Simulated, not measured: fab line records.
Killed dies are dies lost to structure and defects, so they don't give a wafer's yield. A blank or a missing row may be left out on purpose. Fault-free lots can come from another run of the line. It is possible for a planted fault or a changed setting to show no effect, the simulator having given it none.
Which tool was responsible? -- flow n5 finfet -- 24 lots, 72 wafers sampled, at 6 steps of a route of 1938

## WHAT EACH GAUGE READ, for each wafer
N5_BEOL_M5_CD_MEAS_35: target cd 28 nm, target cd y 24 nm. Usual: cd nm at 27.9 nm, with a standard deviation of 0.43.
lot,measured,on,cd nm (nm),flag
L074,day 8 01:38,cd sem-01,28.2 27.3 28.0,
L075,day 8 10:38,cd sem-01,27.7 27.5 27.2,
L076,day 8 17:47,cd sem-01,28.1 28.4 28.2,
L077,day 8 17:58,cd sem-03,27.3 28.0 28.1,
L078,day 8 23:53,cd sem-03,28.4 28.6 28.3,
L079,day 9 06:22,cd sem-01,27.9 27.6 27.8,
L080,day 9 08:59,cd sem-02,28.2 28.9 28.3,
L082,day 9 22:15,cd sem-02,27.7 27.9 27.8,
L081,day 10 02:08,cd sem-03,28.7 28.3 28.4,
L083,day 10 07:31,cd sem-02,27.9 28.5 28.0,
L084,day 10 13:15,cd sem-02,27.9 27.9 27.7,
L086,day 10 16:52,cd sem-03,27.7 28.0 27.0,
L085,day 11 10:46,cd sem-01,28.1 28.6 27.9,
L087,day 11 10:59,cd sem-01,28.4 27.9 28.0,
L088,day 11 13:49,cd sem-03,28.2 27.6 28.1,
L089,day 11 13:55,cd sem-01,27.9 28.6 28.4,
L090,day 12 07:27,cd sem-03,27.9 27.9 28.0,
L091,day 12 13:11,cd sem-02,27.7 27.3 27.4,
L092,day 12 18:27,cd sem-01,27.5 28.0 27.8,
L093,day 12 20:43,cd sem-03,28.1 28.4 28.1,
L094,day 13 02:22,cd sem-02,27.8 27.4 27.3,
L095,day 13 09:02,cd sem-03,27.6 28.0 27.5,
L096,day 13 17:27,cd sem-02,28.2 27.7 27.1,
L097,day 13 17:45,cd sem-01,27.5 27.2 27.3,

N5_BEOL_M5_RS_MEAS_57: the measuring method here is four-point-probe. Usual: M5_RS gives 0.384 ohm/sq (standard deviation 0.014).
lot,measured,on,M5_RS (ohm/sq),flag
L074,day 8 08:52,film metro-02,0.366 0.387 0.399,
L075,day 8 17:09,film metro-01,0.355 0.352 0.368,
L076,day 9 00:19,film metro-01,0.411 0.414 0.405,
L077,day 9 01:56,film metro-01,0.383 0.371 0.382,
L078,day 9 07:26,film metro-02,0.360 0.390 0.388,
L079,day 9 13:17,film metro-01,0.392 0.358 0.362,
L080,day 9 16:34,film metro-02,0.390 0.397 0.389,
L082,day 10 05:04,film metro-01,0.372 0.388 0.403,
L081,day 10 08:52,film metro-02,0.404 0.414 0.389,
L083,day 10 14:31,film metro-02,0.368 0.385 0.381,
L084,day 10 20:12,film metro-02,0.411 0.391 0.381,
L086,day 10 23:43,film metro-02,0.380 0.399 0.391,
L085,day 11 17:07,film metro-02,0.397 0.386 0.402,
L087,day 11 17:52,film metro-02,0.387 0.376 0.368,
L088,day 11 20:29,film metro-02,0.374 0.392 0.387,
L089,day 11 22:07,film metro-02,0.363 0.394 0.382,
L090,day 12 14:35,film metro-01,0.365 0.384 0.367,
L091,day 12 19:43,film metro-01,0.365 0.403 0.380,
L092,day 13 00:55,film metro-01,0.379 0.396 0.388,
L093,day 13 03:52,film metro-01,0.382 0.390 0.380,
L094,day 13 09:06,film metro-01,0.380 0.398 0.400,
L095,day 13 16:31,film metro-01,0.381 0.391 0.393,
L096,day 14 00:44,film metro-02,0.364 0.395 0.361,
L097,day 14 01:32,film metro-02,0.401 0.376 0.398,

N5_BEOL_M6_INSPECT_13: inspects for defects (brightfield). Usual: raw defect count at 430, with a standard deviation of 93.
lot,measured,on,raw defect count,flag
L074,day 8 11:34,defect inspect-02,314 359 308,
L075,day 8 18:26,defect inspect-02,472 551 352,
L076,day 9 03:01,defect inspect-01,381 321 260,
L077,day 9 03:33,defect inspect-01,465 445 425,
L078,day 9 08:35,defect inspect-01,620 496 631,
L079,day 9 16:08,defect inspect-01,473 483 396,
L080,day 9 20:04,defect inspect-01,412 346 418,
L082,day 10 07:22,defect inspect-01,535 686 445,
L081,day 10 10:52,defect inspect-02,345 400 374,
L083,day 10 17:29,defect inspect-01,385 400 481,
L084,day 10 22:59,defect inspect-01,291 299 343,
L086,day 11 02:32,defect inspect-01,497 428 543,
L085,day 11 19:13,defect inspect-02,529 594 409,
L087,day 11 20:08,defect inspect-01,457 488 408,
L088,day 11 22:23,defect inspect-01,472 355 486,
L089,day 11 23:27,defect inspect-01,608 649 455,
L090,day 12 17:43,defect inspect-01,363 511 532,
L091,day 12 21:41,defect inspect-02,311 489 374,
L092,day 13 03:05,defect inspect-02,417 332 319,
L093,day 13 06:33,defect inspect-02,389 389 403,
L094,day 13 11:52,defect inspect-02,274 390 313,
L095,day 13 18:23,defect inspect-02,584 509 423,
L096,day 14 03:52,defect inspect-02,434 467 478,
L097,day 14 04:03,defect inspect-02,473 420 359,

## EACH LOT AND THE TOOL THAT RAN IT (in order: tool; ch and the chambers of the sampled wafers; start)
lot,N5_BEOL_M5_DEGAS_44,N5_BEOL_M5_ANNEAL_49,N5_BEOL_M5_PRE_CLEAN_77
L074,"pvd sputter-03, day 8 02:46","pvd sputter-03, day 8 03:32","cvd co-02 ch 0,1,2, day 8 08:39"
L075,"pvd sputter-03, day 8 11:05","pvd sputter-02, day 8 11:47","cvd co-02 ch 1,2, day 8 16:55"
L076,"pvd sputter-03, day 8 18:08","pvd sputter-03, day 8 18:50","cvd co-02 ch 0,1, day 9 00:05"
L077,"pvd sputter-03, day 8 18:20","pvd sputter-02, day 8 19:32","cvd co-02 ch 0,1, day 9 01:43"
L078,"pvd sputter-02, day 9 00:35","pvd sputter-01, day 9 02:05","cvd co-02 ch 0,1,2, day 9 07:11"
L079,"pvd sputter-02, day 9 06:51","pvd sputter-01, day 9 07:53","cvd co-02 ch 0,2, day 9 13:00"
L080,"pvd sputter-03, day 9 09:31","pvd sputter-02, day 9 10:53","cvd co-02 ch 1,2, day 9 16:20"
L082,"pvd sputter-01, day 9 22:49","pvd sputter-03, day 9 23:26","cvd co-02 ch 0,1, day 10 04:50"
L081,"pvd sputter-02, day 10 02:39","pvd sputter-01, day 10 03:31","cvd co-02 ch 0,2, day 10 08:38"
L083,"pvd sputter-01, day 10 07:53","pvd sputter-02, day 10 09:11","cvd co-02 ch 0,1,2, day 10 14:17"
L084,"pvd sputter-01, day 10 13:59","pvd sputter-02, day 10 14:53","cvd co-02 ch 0,1, day 10 19:59"
L086,"pvd sputter-03, day 10 17:35","pvd sputter-01, day 10 18:16","cvd co-01 ch 0,1,2, day 10 23:29"
L085,"pvd sputter-01, day 11 11:10","pvd sputter-01, day 11 11:48","cvd co-02 ch 0,1,2, day 11 16:54"
L087,"pvd sputter-02, day 11 11:28","pvd sputter-02, day 11 12:31","cvd co-02 ch 0,1,2, day 11 17:40"
L088,"pvd sputter-03, day 11 14:11","pvd sputter-03, day 11 15:09","cvd co-01 ch 0,1, day 11 20:16"
L089,"pvd sputter-03, day 11 14:35","pvd sputter-01, day 11 16:47","cvd co-01 ch 0,2, day 11 21:53"
L090,"pvd sputter-03, day 12 07:59","pvd sputter-01, day 12 09:05","cvd co-02 ch 0,1,2, day 12 14:22"
L091,"pvd sputter-02, day 12 13:33","pvd sputter-02, day 12 14:22","cvd co-01 ch 0,1,2, day 12 19:29"
L092,"pvd sputter-02, day 12 18:49","pvd sputter-03, day 12 19:35","cvd co-01 ch 0,1,2, day 13 00:41"
L093,"pvd sputter-01, day 12 21:39","pvd sputter-01, day 12 22:27","cvd co-02 ch 0,1,2, day 13 03:38"
L094,"pvd sputter-01, day 13 02:47","pvd sputter-01, day 13 03:44","cvd co-01 ch 0,1,2, day 13 08:53"
L095,"pvd sputter-02, day 13 09:38","pvd sputter-03, day 13 11:10","cvd co-01 ch 0,1,2, day 13 16:17"
L096,"pvd sputter-02, day 13 17:56","pvd sputter-03, day 13 19:25","cvd co-02 ch 0,1,2, day 14 00:31"
L097,"pvd sputter-03, day 13 19:06","pvd sputter-02, day 13 20:13","cvd co-01 ch 0,1,2, day 14 01:19"
- N5_BEOL_M5_DEGAS_44: time 60 s.
- N5_BEOL_M5_ANNEAL_49: time 1800 s.
- N5_BEOL_M5_PRE_CLEAN_77: time 15 s.

## WHAT THE TOOLS THEMSELVES READ (means of the sampled wafers that have a number; where no wafer has one, the mark that the record gives instead)
N5_BEOL_M5_DEGAS_44. Usual: heater power w at 322 W, with a standard deviation of 33.
lot,tool,heater power w (W),flag
L074,pvd sputter-03,301,
L075,pvd sputter-03,300,
L076,pvd sputter-03,322,
L077,pvd sputter-03,300,
L078,pvd sputter-02,333,
L079,pvd sputter-02,320,
L080,pvd sputter-03,307,
L082,pvd sputter-01,329,
L081,pvd sputter-02,331,
L083,pvd sputter-01,347,
L084,pvd sputter-01,347,
L086,pvd sputter-03,293,
L085,pvd sputter-01,328,
L087,pvd sputter-02,328,
L088,pvd sputter-03,311,
L089,pvd sputter-03,331,
L090,pvd sputter-03,343,
L091,pvd sputter-02,312,
L092,pvd sputter-02,328,
L093,pvd sputter-01,352,
L094,pvd sputter-01,332,
L095,pvd sputter-02,322,
L096,pvd sputter-02,326,
L097,pvd sputter-03,315,

N5_BEOL_M5_ANNEAL_49. Usual: heater power w 815 W, standard deviation 78; susceptor_temp_C_max 401.0, standard deviation 0.39.
lot,tool,heater power w (W),susceptor_temp_C_max,flag
L074,pvd sputter-03,814,400.8,
L075,pvd sputter-02,847,401.2,
L076,pvd sputter-03,781,400.7,
L077,pvd sputter-02,795,401.0,
L078,pvd sputter-01,847,400.8,
L079,pvd sputter-01,869,400.8,
L080,pvd sputter-02,843,401.4,
L082,pvd sputter-03,787,401.2,
L081,pvd sputter-01,871,400.8,
L083,pvd sputter-02,819,401.3,
L084,pvd sputter-02,816,401.2,
L086,pvd sputter-01,811,400.9,
L085,pvd sputter-01,865,401.0,
L087,pvd sputter-02,830,401.2,
L088,pvd sputter-03,779,400.6,
L089,pvd sputter-01,818,401.2,
L090,pvd sputter-01,811,400.6,
L091,pvd sputter-02,840,401.1,
L092,pvd sputter-03,815,400.7,
L093,pvd sputter-01,862,400.7,
L094,pvd sputter-01,827,400.9,
L095,pvd sputter-03,751,401.0,
L096,pvd sputter-03,742,400.7,
L097,pvd sputter-02,878,401.5,

N5_BEOL_M5_PRE_CLEAN_77. Usual: heater power w at 89 W, with a standard deviation of 11.
lot,tool,heater power w (W),flag
L074,cvd co-02,94,
L075,cvd co-02,90,
L076,cvd co-02,97,
L077,cvd co-02,98,
L078,cvd co-02,95,
L079,cvd co-02,93,
L080,cvd co-02,91,
L082,cvd co-02,97,
L081,cvd co-02,92,
L083,cvd co-02,96,
L084,cvd co-02,99,
L086,cvd co-01,76,
L085,cvd co-02,96,
L087,cvd co-02,96,
L088,cvd co-01,68,
L089,cvd co-01,82,
L090,cvd co-02,97,
L091,cvd co-01,76,
L092,cvd co-01,76,
L093,cvd co-02,95,
L094,cvd co-01,76,
L095,cvd co-01,76,
L096,cvd co-02,95,
L097,cvd co-01,76,

## THE ANSWER, worked out from the rows above alone
Rule: lot off if the mean of its wafers having a number is beyond 3 standard deviations from the usual mean. Also off: a lot with no number at a reading for which 4 or more lots have one. Where the step has rows for the other lots, those lots are counted as sound. Order of review: gauges by route order, followed by the tools' own readings, for which a lot's mean as printed above is used. At the first step where some lot is off, the reading lying furthest off is the one used; lots without a number count as furthest.
No lot is off on any of the readings shown, so nothing can be concluded from this.

## WHAT THE SIMULATOR HAD PUT IN
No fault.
